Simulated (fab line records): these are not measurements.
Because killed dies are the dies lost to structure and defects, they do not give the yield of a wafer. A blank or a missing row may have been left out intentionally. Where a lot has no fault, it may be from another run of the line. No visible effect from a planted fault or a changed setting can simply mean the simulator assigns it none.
Chamber matching -- flow n5 finfet -- N5_BEOL_M2_ALD_84 on ald metal-04 has 4 sister chambers
The step deposits TaN, pulse time 2 s, purge time 3 s, co reactant purge time 2 s. 4 wafers are shown with their chamber, then 7 later ones without.

== WAFERS PAIRED WITH THEIR CHAMBERS ==
wafer,chamber,heater power w (W)
L080.2,0,406
L086.3,3,393
L088.1,1,387
L088.4,2,400

== WAFERS WHOSE CHAMBER IS MISSING ==
wafer,heater power w (W)
L088.5,397
L090.2,409
L090.3,395
L090.6,383
L092.2,392
L092.4,375
L092.5,393

== CHAMBER TAKEN BY EACH ==
wafer,from the rows above,in truth
L088.5,can't be placed: 2 or 3 or 0 or 1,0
L090.2,can't be placed: 0 or 2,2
L090.3,can't be placed: 3 or 2 or 1 or 0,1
L090.6,can't be placed: 1 or 3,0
L092.2,can't be placed: 3 or 1 or 2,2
L092.4,can't be placed: 1 or 3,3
L092.5,can't be placed: 3 or 1 or 2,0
0 of 7 placed correctly. Unplaceable from these rows: 7, with the true chamber sitting among the candidates in 5. Number placed wrongly: 0.
How it was worked out, from the rows above alone: a wafer's distance from a chamber is the root of the sum, over the readings, of the square of ((its reading less the chamber's mean) divided by the reading's scatter). The wafer belongs to the nearest chamber; if the next one is less than 2 further off, it can't be placed. The mean given for a chamber averages the wafers shown for that chamber. The scatter: root of mean squared gap, hidden wafer to nearest shown wafer, with one shown wafer a chamber.
